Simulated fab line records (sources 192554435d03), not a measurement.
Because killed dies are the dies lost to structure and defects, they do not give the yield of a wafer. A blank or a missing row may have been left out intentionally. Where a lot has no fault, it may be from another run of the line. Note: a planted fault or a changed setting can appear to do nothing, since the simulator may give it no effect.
Matching of chambers -- flow n5 finfet -- cmp-04 running N5_BEOL_M10_CMP_52: 4 sister chambers
The step polishes, stops on SiCOH lowk, t overpolish 7 s, target thk 140 nm. 8 wafers are shown with their chamber, then 9 later ones without.

== WAFERS PAIRED WITH THEIR CHAMBERS ==
wafer,chamber,motor current A (A),time to endpoint s (s)
L081.2,3,6.6,69
L081.3,2,5.6,64
L082.1,0,5.9,63
L082.2,1,7.0,66
L082.6,3,7.4,67
L088.1,2,5.8,74
L088.3,0,6.2,68
L088.6,1,6.9,70

== WAFERS WITHOUT THEIR CHAMBER ==
wafer,motor current A (A),time to endpoint s (s)
L091.2,6.1,68
L091.3,6.9,72
L091.5,5.9,64
L090.4,6.9,69
L090.5,7.3,68
L090.6,5.8,63
L094.2,7.2,65
L094.4,5.9,66
L094.6,7.0,69

== THE CHAMBER EACH PASSED THROUGH ==
wafer,from the rows above,in truth
L091.2,can't be placed: 0 or 2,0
L091.3,can't be placed: 1 or 3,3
L091.5,can't be placed: 0 or 2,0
L090.4,can't be placed: 1 or 3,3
L090.5,can't be placed: 3 or 1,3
L090.6,can't be placed: 0 or 2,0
L094.2,can't be placed: 3 or 1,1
L094.4,can't be placed: 0 or 2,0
L094.6,can't be placed: 3 or 1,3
0 of 9 placed correctly. Can't be placed from these rows: 9 (the true chamber is among the candidates in 9). Number placed wrongly: 0.
How it was worked out, from the rows above alone: a wafer's distance from a chamber is the root of the sum, over the readings, of the square of ((its reading less the chamber's mean) divided by the reading's scatter). If the next closest chamber is less than 2 further off than the closest, the wafer can't be placed; otherwise it belongs to the closest. A chamber's mean is the mean of its shown wafers. The scatter: the root of (the sum of the squares of (reading less its chamber's mean) over the shown wafers, divided by (wafers less chambers)).
